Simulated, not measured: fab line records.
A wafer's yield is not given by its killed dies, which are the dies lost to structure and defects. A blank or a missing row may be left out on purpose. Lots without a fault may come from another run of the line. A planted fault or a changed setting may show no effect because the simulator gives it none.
Split-lot trial | flow n5_finfet | route with 1938 steps; 7 lots, 39 wafers read

== ON THE SPLIT ==
At N5_FIN_SAQP_HM_DEP_03 (deposits SiNx from SiH4/NH3/N2, target thk 38 nm, time 33.6 s), the setting target_thk_a was moved away from the recipe's 380 angstrom on 9 of the 39 wafers read, by -22.7% to +46.6%. For the rest of the wafers, this setting stayed at what the recipe calls for.

== FROM THE SPLIT TO THE READING: what the file shows between them, 8 steps ==
- N5_FIN_SAQP_THK_MEAS_05
- N5_FIN_SAQP_PECVD_47: deposits a-Si from SiH4/He, target thk 45 nm, time 36.3 s
- N5_FIN_SAQP_PECVD_48: deposits SiNx from SiH4/NH3/N2, target thk 25 nm, time 22.1 s
- N5_FIN_SAQP_MANDREL2_REMOVE_60: chemistry HBr/Cl2/O2, target a-Si, stops on SiNx, bt time 10 s
- N5_FIN_SAQP_HM_OPEN_33: chemistry CH3F/O2, target SiNx, target depth 49.4 nm, time 70.6 s
- N5_FIN_SAQP_ETCH_34: etches SiO2 in C4F6/O2, target depth 45 nm, time 15 s
- N5_FIN_SAQP_STRIP_77: strips in N2/H2, time 90 s
- N5_FIN_SAQP_ETCH_64: etches SiO2 in CF4, target depth 1.5 nm

== THE READING ==
SiNx_of_FIN_SAQP_HM_DEP_03.thk_nm (the simulator's own value, which no gauge read), in nm, at N5_FIN_SAQP_FIN_ETCH_36 (etches the open film in HBr/Cl2/O2, target depth 120 nm, time 50.4 s). The file does not state a usual value for it. Across the 30 wafers here that went through the recipe, the average is 21.2 nm and the standard deviation 0.47 nm.

wafer  | tool, chamber at the split | target_thk_a as run, angstrom | against the recipe | SiNx_of_FIN_SAQP_HM_DEP_03.thk_nm, nm | against lot-mates on the recipe
L078.1 | pecvd-01, 1                | 557.2                         | +46.6%             | 38.8                                  | +17.4
L078.2 | pecvd-01, 2                | 380                           | recipe             | 21.6                                  | -
L078.3 | pecvd-01, 2                | 557.2                         | +46.6%             | 39.2                                  | +17.8
L078.4 | pecvd-01, 1                | 380                           | recipe             | 20.8                                  | -
L078.5 | pecvd-01, 1                | 557.2                         | +46.6%             | 39.6                                  | +18.2
L078.6 | pecvd-01, 2                | 380                           | recipe             | 21.8                                  | -
L081.1 | pecvd-01, 1                | 293.6                         | -22.7%             | 12.2                                  | -9.3
L081.2 | pecvd-01, 2                | 293.6                         | -22.7%             | 12.4                                  | -9.1
L081.3 | pecvd-01, 2                | 380                           | recipe             | 21.6                                  | -
L081.4 | pecvd-01, 1                | 380                           | recipe             | 21.6                                  | -
L081.5 | pecvd-01, 2                | 293.6                         | -22.7%             | 13                                    | -8.5
L081.6 | pecvd-01, 1                | 380                           | recipe             | 21.4                                  | -
L083.1 | pecvd-04, 0                | 534                           | +40.5%             | 36.2                                  | +15.1
L083.2 | pecvd-04, 1                | 534                           | +40.5%             | 36.6                                  | +15.5
L083.3 | pecvd-04, 2                | 380                           | recipe             | 21.2                                  | -
L083.4 | pecvd-04, 1                | 380                           | recipe             | 21.2                                  | -
L083.5 | pecvd-04, 2                | 534                           | +40.5%             | 37.8                                  | +16.7
L083.6 | pecvd-04, 0                | 380                           | recipe             | 21                                    | -
L086.1 | pecvd-04, 2                | 380                           | recipe             | 21.8                                  | -
L086.6 | pecvd-04, 1                | 380                           | recipe             | 21.8                                  | -
L086.2 | pecvd-04, 1                | 380                           | recipe             | 20.4                                  | -
L086.3 | pecvd-04, 0                | 380                           | recipe             | 21                                    | -
L086.4 | pecvd-04, 2                | 380                           | recipe             | 22                                    | -
L086.5 | pecvd-04, 0                | 380                           | recipe             | 20.8                                  | -
L091.1 | pecvd-03, 1                | 380                           | recipe             | 21.2                                  | -
L091.4 | pecvd-03, 2                | 380                           | recipe             | 21.4                                  | -
L091.6 | pecvd-03, 1                | 380                           | recipe             | 21.6                                  | -
L092.1 | pecvd-04, 0                | 380                           | recipe             | 21.2                                  | -
L092.2 | pecvd-04, 2                | 380                           | recipe             | 21.6                                  | -
L092.3 | pecvd-04, 1                | 380                           | recipe             | 20.6                                  | -
L092.4 | pecvd-04, 0                | 380                           | recipe             | 21                                    | -
L092.5 | pecvd-04, 1                | 380                           | recipe             | 21                                    | -
L092.6 | pecvd-04, 2                | 380                           | recipe             | 21.8                                  | -
L096.1 | pecvd-01, 0                | 380                           | recipe             | 20.8                                  | -
L096.5 | pecvd-01, 1                | 380                           | recipe             | 20.8                                  | -
L096.6 | pecvd-01, 0                | 380                           | recipe             | 20.8                                  | -
L096.2 | pecvd-01, 1                | 380                           | recipe             | 20.2                                  | -
L096.3 | pecvd-01, 2                | 380                           | recipe             | 21.2                                  | -
L096.4 | pecvd-01, 2                | 380                           | recipe             | 22                                    | -

FIT RESULTS
A straight line over all 39 wafers: SiNx_of_FIN_SAQP_HM_DEP_03.thk_nm changes by +0.385 nm for each +1% of target_thk_a; r = +1.00; the points scatter about the line by 0.48 nm.
The same after taking each lot's own level away (the mean of its wafers on the recipe; 39 wafers): +0.386 nm for each +1%; r = +1.00; scatter 0.46 nm.
That fit puts the effect of the largest move of target_thk_a on the reading at 18 nm.
Across the lots, their own levels run from 20.97 to 21.53 nm, a range of 1.2 times the standard deviation given above.
The two slopes agree, so the slope changes little with the lot-to-lot level.
Check: for one of the wafers moved furthest among these (+46.6%), held out of the fit, the line's prediction against its lot-mates is +18.1 nm. It came out at +17.4 nm against them.

== THE WHOLE CHAIN: every reading that the file lists as answering this split, in the file's order ==
step                    | what it does                                                         | reading                                                                            | change (the file's fit)               | r (the file's)
N5_FIN_SAQP_HM_DEP_03   | deposits SiNx from SiH4/NH3/N2, target thk 38 nm, time 33.6 s        | SiNx_of_FIN_SAQP_HM_DEP_03.thk_nm (the simulator's own value, which no gauge read) | +0.375 nm for each +1% of the setting | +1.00
N5_FIN_SAQP_THK_MEAS_05 |                                                                      | thk_nm                                                                             | withheld for each +1% of the setting  | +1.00
N5_FIN_SAQP_HM_OPEN_33  | chemistry CH3F/O2, target SiNx, target depth 49.4 nm, time 70.6 s    | etch_rf_on_time_s                                                                  | withheld for each +1% of the setting  | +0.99
N5_FIN_SAQP_HM_OPEN_33  | chemistry CH3F/O2, target SiNx, target depth 49.4 nm, time 70.6 s    | etch.depth_nm (the simulator's own value, which no gauge read)                     | +0.376 nm for each +1% of the setting | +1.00
N5_FIN_SAQP_FIN_ETCH_36 | etches the open film in HBr/Cl2/O2, target depth 120 nm, time 50.4 s | SiNx_of_FIN_SAQP_HM_DEP_03.thk_nm (the simulator's own value, which no gauge read) | +0.386 nm for each +1% of the setting | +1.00

== FILE'S OWN FIT ==
SiNx_of_FIN_SAQP_HM_DEP_03.thk_nm changes by +0.386 nm for each +1% of target_thk_a, r = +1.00.
